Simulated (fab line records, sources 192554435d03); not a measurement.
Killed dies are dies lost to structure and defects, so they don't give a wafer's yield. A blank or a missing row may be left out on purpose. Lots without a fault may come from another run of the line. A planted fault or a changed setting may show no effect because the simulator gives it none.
A struck lot beside a sound one | flow n5_finfet | 37 steps out of a route of 1938
Sound: wafers L162.1, L162.4, L162.6. Struck: wafer L165.2. (L165.3, L165.5 of the same lot were not struck and are left out.) The cause comes at the end.
At each step with rows: each side's tool, then ch and its chambers, then its first start. Under that, the readings that differ: sound wafers | struck wafers | difference of the means | sigmas: that difference in standard deviations of wafers without a fault.
alike: readings whose means differ by less than 2 such deviations, and words and numbers that are the same on both sides. not compared: withheld readings, readings that some wafer has no value for, bounds like >300 that may hide the same value, and numbers for which the record gives no deviation and whose values overlap.
The two part at a step that has a row with sigmas, a row that says differs or no value, or rows on one side only. Numbers that don't overlap but have no deviation are shown without sigmas and don't part them. A reading that every wafer of one side lacks parts them only if that side has two wafers or more.

first, 9 steps without rows for these wafers: N5_BEOL_M11_ALD_74 (deposits TaN, target thk 2 nm, pulse time 2 s, purge time 3 s); N5_BEOL_M11_SURFACE_TREAT_76; N5_BEOL_M11_CVD_75 (deposits Co from CCTBA/H2, target thk 2 nm, time 138.9 s); N5_BEOL_M11_SPUTTER_48 (material Cu, target thk 12 nm, time 2 s); N5_BEOL_M11_ECD_50 (material Cu, target thk 318 nm); N5_BEOL_M11_ANNEAL_51 (time 90 s); N5_BEOL_M11_CMP_52 (polishes, stops on SiCOH lowk, t overpolish 7 s, target thk 140 nm); N5_BEOL_M11_PRE_CLEAN_55 (time 15 s); N5_BEOL_M11_DEP_56 (deposits SiCN from 3MS/NH3, target thk 30 nm, time 10.5 s).
N5_BEOL_M12_ILD_DEP_00: deposits SiOC from DEMS/O2, target thk 658.92 nm, time 130.7 s.
  sound on pecvd-02 ch 0,1,2, day 15 07:26; struck on pecvd-04 ch 0, day 15 07:10
  reading                                       | sound             | struck | difference | sigmas
  throttle_valve_pct (%)                        | 11.3 11.7 11.3    | 13.1   | +1.7       | +2
  model.SiOC_of_BEOL_M12_ILD_DEP_00.thk_nm (nm) | 655.2 661.4 657.6 | 705    | +47        |
  alike: heater_power_w, showerhead_plenum_p_Torr
N5_BEOL_M12_THK_MEAS_01:
  sound on film_metro-02, day 15 07:34; struck on film_metro-02, day 15 07:17
  reading          | sound       | struck | difference | sigmas
  M12_ILD_THK (nm) | 656 661 658 | 705    | +47        | +6
then, 10 steps without rows for these wafers: N5_BEOL_M12_COAT_58 (time 60 s, resist thk 89 nm); N5_BEOL_M12_COAT_04 (resist thk 400 nm); N5_BEOL_M12_EBR_06; N5_BEOL_M12_SOFTBAKE_05 (time 60 s); N5_BEOL_M12_EXPOSE_07 (exposes mask V11); N5_BEOL_M12_PEB_08 (peb time 90 s); N5_BEOL_M12_DEVELOP_09 (develop time 45 s); N5_BEOL_M12_HARDBAKE_14 (time 120 s); N5_BEOL_M12_DESCUM_15 (chemistry O2, time 7.9 s); N5_BEOL_M12_ETCH_59 (etches BARC in N2/H2, target depth 89 nm, overetch 26.7 nm, time 67.9 s).
N5_BEOL_M12_VIA_ETCH_16: etches SiOC in C4F8/O2/Ar, target depth 724.8 nm.
  sound on rie_diel-05 ch 0,1,3, day 15 08:09; struck on rie_diel-05 ch 3, day 15 07:51
  reading                                    | sound             | struck | difference | sigmas
  model.etch.depth_nm (nm)                   | 655.3 661.4 657.6 | 705.1  | +47.0      |
  model.coat_of_BEOL_M12_COAT_04.thk_nm (nm) | 121.6 125.8 121   | 106.6  | -16.2      |
  alike: drypump_motor_current_A, oes_product_au, rf_vpp_V, showerhead_plenum_p_Torr, throttle_valve_pct
N5_BEOL_M12_STRIP_63: strips in N2/H2.
  sound on plasma_asher-01 ch 0,1, day 15 08:21; struck on plasma_asher-02 ch 1, day 15 08:03
  reading                      | sound             | struck | difference | sigmas
  oes_product_au (a.u.)        | 0.690 0.701 0.698 | 0.684  | -0.012     | -3
  strip_time_to_endpoint_s (s) | 42.1 43.3 42.0    | 38.0   | -4.5       | -4
  alike: drypump_motor_current_A, heater_power_w
  not compared: rf_hours_counter_h
then, 12 steps without rows for these wafers: N5_BEOL_M12_STRIP_64 (strips in N2/H2); N5_BEOL_M12_STRIP_71 (strips in post etch residue remover, time 60 s); N5_BEOL_M12_SRD_72 (time 30 s, dry time 30 s); N5_BEOL_M12_COAT_65 (time 60 s, resist thk 300 nm); N5_BEOL_M12_COAT_66 (time 60 s, resist thk 110 nm); N5_BEOL_M12_COAT_22 (resist thk 300 nm); N5_BEOL_M12_EBR_24; N5_BEOL_M12_SOFTBAKE_23 (time 60 s); N5_BEOL_M12_EXPOSE_25 (exposes mask M12); N5_BEOL_M12_PEB_26 (peb time 90 s); N5_BEOL_M12_DEVELOP_27 (develop time 45 s); N5_BEOL_M12_HARDBAKE_32 (time 120 s).
N5_BEOL_M12_CMP_49: polishes, stops on SiOC, t overpolish 20.6 s, target thk 320 nm.
  sound on cmp-01 ch 1,2,3, day 15 13:38; struck on cmp-03 ch 3, day 15 13:15
  reading                                       | sound             | struck | difference | sigmas
  clearing_platen_down_force_psi (psi)          | 1.497 1.496 1.499 | 1.505  | +0.008     | +3
  model.SiOC_of_BEOL_M12_ILD_DEP_00.thk_nm (nm) | 596.8 602.8 599   | 643    | +43        |
  alike: motor_current_A, platen_rpm, retaining_ring_pressure_frac
then, 1 step without rows for these wafers: N5_PASSIVATION_PROBE_49.

WHERE THEY PART
First at N5_BEOL_M12_ILD_DEP_00; last, within this record, at N5_BEOL_M12_CMP_49.

WHY: what the simulator had put in
Process parameter drift: pecvd-04, from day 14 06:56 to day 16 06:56, at N5_BEOL_M12_ILD_DEP_00. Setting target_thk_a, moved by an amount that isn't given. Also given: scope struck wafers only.
